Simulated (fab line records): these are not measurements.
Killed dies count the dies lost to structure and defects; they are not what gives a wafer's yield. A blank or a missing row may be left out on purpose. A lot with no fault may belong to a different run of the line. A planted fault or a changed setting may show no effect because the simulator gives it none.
Comparing a struck lot with a sound one + flow n5 finfet + 18 steps out of a route of 1938
Sound: wafers L797.1, L797.2, L797.3. Wafers struck: L792.1, L792.2, L792.4. At the end, the cause is stated.
Each step with rows lists, per side, the tool, then ch with its chambers, then its first start. Under that, the readings that differ: sound wafers + struck wafers + difference of the means + sigmas: that difference in standard deviations of wafers without a fault.
alike: readings whose means differ by less than 2 such deviations, and words and numbers that are the same on both sides. not compared: withheld readings, readings that some wafer has no value for, bounds like >300 that may hide the same value, and numbers for which the record gives no deviation and whose values overlap.
The two part at a step that has a row with sigmas, a row that says differs or no value, or rows on one side only. Numbers that don't overlap but have no deviation are shown without sigmas and don't part them. A reading missing from all wafers of one side parts the sides only when that side holds two or more wafers.

first, 9 steps without rows for these wafers: N5_BEOL_M1_COAT_22 (resist thk 30 nm); N5_BEOL_M1_EBR_24; N5_BEOL_M1_SOFTBAKE_23 (time 60 s); N5_BEOL_M1_EXPOSE_25 (exposes mask V0, defocus 5 nm, target cd 24 nm); N5_BEOL_M1_PEB_26 (peb time 60 s); N5_BEOL_M1_DEVELOP_27 (develop time 30 s); N5_BEOL_M1_DESCUM_33 (chemistry O2, time 7 s); N5_BEOL_M1_ETCH_77 (etches underlayer in N2/H2, target depth 6.5 nm, time 5.2 s); N5_BEOL_M1_ETCH_69 (etches SiARC in CF4, target depth 15.6 nm, time 26 s).
N5_BEOL_M1_ALD_98: deposits SiO2, target thk 2.5 nm, pulse time 1 s, co reactant pulse time 1 s.
  sound on ald sin-02 ch 1,2,3, day 9 23:58; struck on ald sin-02 ch 0,1,3, day 8 15:16
  no value came back on the struck wafers for ald cycles, chamber pressure Torr (Torr), heater power w (W), precursor pulse height rel; on the sound wafers ald cycles reads 17 17 17
then, 4 steps without rows for these wafers: N5_BEOL_M1_ETCHBACK_99 (etches SiO2 in CHF3, target depth 5 nm, time 10.4 s); N5_BEOL_M1_ETCH_70 (etches SOC in N2/H2, target depth 80 nm, overetch 16 nm, time 120 s); N5_BEOL_M1_STRIP_71 (strips in N2/H2); N5_BEOL_M1_STRIP_78 (strips in N2/H2).
N5_BEOL_M1_VIA_ETCH_34: etches the open film in C4F6/O2, target depth 67.8 nm, time 64.4 s.
  sound on rie diel-03 ch 0,2,3, day 10 03:16; struck on rie diel-04 ch 0,1,3, day 8 16:55
| reading                  | sound          | struck         | difference | sigmas |
|--------------------------|----------------|----------------|------------|--------|
| rf vpp V (V)             | 662 635 645    | 686 674 685    | +34        | +2     |
| model.BEOL_M1.cd nm (nm) | 17.8 18.2 18.2 | 23.4 23.4 23.2 | +5.3       |        |
  alike: drypump motor current A, mfc ar sccm, oes product au, showerhead plenum p Torr, throttle valve pct
  not compared: rf hours counter h
then, 1 step without rows for these wafers: N5_BEOL_M1_STRIP_83 (strips in C4F6/O2).
N5_BEOL_M4_RC_MEAS_101:
  the record has rows for the sound wafers here (prober-01 ch 0, day 12 22:23) and none for the struck ones
-- the record jumps here: 8 days lie between the struck wafers' starts before and after (it left off in module BEOL_M4 and takes up again in module PASSIVATION, whose first step shown is number 1936 of the route) --
N5_PASSIVATION_PROBE_49:
  the record has rows for the struck wafers here (prober-02, day 16 12:52) and none for the sound ones

WHERE THEY PART
First at N5_BEOL_M1_ALD_98; last, within this record, at N5_PASSIVATION_PROBE_49.

WHY: what had been put in by the simulator
Whole step skipped at N5_BEOL_M1_ALD_98 on ald sin-02, starting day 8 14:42. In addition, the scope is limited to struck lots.
